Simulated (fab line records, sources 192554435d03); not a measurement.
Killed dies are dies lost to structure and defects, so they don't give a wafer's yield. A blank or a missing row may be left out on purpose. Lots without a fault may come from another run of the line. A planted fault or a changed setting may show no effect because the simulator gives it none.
Chamber matching | flow n5_finfet | N5_BEOL_M0_SAQP_PECVD_00 on pecvd-01: 3 sister chambers
The step deposits SiCN from 3MS/NH3, target thk 8 nm, time 14 s. 14 wafers are shown with their chamber, then 7 later ones without.

WAFERS WITH THEIR CHAMBER
wafer  | chamber | throttle_valve_pct (%) | showerhead_plenum_p_Torr (Torr) | chamber_pressure_Torr (Torr)
L079.1 | 0       | 8.8                    | 3.650                           | 2.999
L079.3 | 2       | 8.8                    | 3.651                           | 2.996
L079.6 | 1       | 10.2                   | 3.670                           | 2.997
L080.1 | 2       | 8.5                    | 3.643                           | 3.003
L080.2 | 0       | 8.8                    | 3.659                           | 3.004
L080.6 | 2       | 9.0                    | 3.642                           | 3.005
L081.1 | 0       | 8.7                    | 3.650                           | 3.000
L081.4 | 2       | 8.8                    | 3.660                           | 2.999
L081.6 | 0       | 8.8                    | 3.656                           | 2.985
L086.1 | 0       | 9.1                    | 3.665                           | 3.001
L086.3 | 1       | 10.2                   | 3.677                           | 3.002
L086.5 | 0       | 8.8                    | 3.658                           | 2.995
L091.4 | 0       | 9.0                    | 3.660                           | 3.002
L091.5 | 2       | 8.7                    | 3.655                           | 3.001

SIGNATURES (means of the wafers above)
reading                  | chamber 0 | chamber 1 | chamber 2 | scatter within a chamber
throttle_valve_pct       | 8.857     | 10.200    | 8.760     | 0.15
showerhead_plenum_p_Torr | 3.65686   | 3.67350   | 3.65020   | 0.00633
chamber_pressure_Torr    | 2.99800   | 2.99950   | 3.00080   | 0.00527
Rule: a wafer's distance from a chamber is the root of the sum, over the readings, of the square of ((its reading less the chamber's mean) divided by the reading's scatter). The wafer belongs to the nearest chamber; if the next one is less than 2 further off, it can't be placed. The scatter: the root of (the sum of the squares of (reading less its chamber's mean) over the shown wafers, divided by (wafers less chambers)).

WAFERS WITHOUT THEIR CHAMBER
wafer  | throttle_valve_pct (%) | showerhead_plenum_p_Torr (Torr) | chamber_pressure_Torr (Torr)
L091.6 | 10.1                   | 3.672                           | 3.005
L094.1 | 8.8                    | 3.660                           | 3.007
L094.3 | 8.6                    | 3.646                           | 3.014
L094.5 | 9.0                    | 3.666                           | 3.011
L097.2 | 8.8                    | 3.658                           | 3.000
L097.3 | 8.9                    | 3.657                           | 3.007
L097.5 | 8.8                    | 3.653                           | 2.993

WHICH CHAMBER EACH WENT THROUGH
wafer  | from the rows above     | in truth
L091.6 | 1                       | 1
L094.1 | can't be placed: 0 or 2 | 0
L094.3 | can't be placed: 2 or 0 | 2
L094.5 | can't be placed: 0 or 2 | 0
L097.2 | can't be placed: 0 or 2 | 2
L097.3 | can't be placed: 0 or 2 | 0
L097.5 | can't be placed: 0 or 2 | 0
Placed correctly: 1 of 7. Can't be placed from these rows: 6 (the true chamber is among the candidates in 6). Placed wrongly: 0.
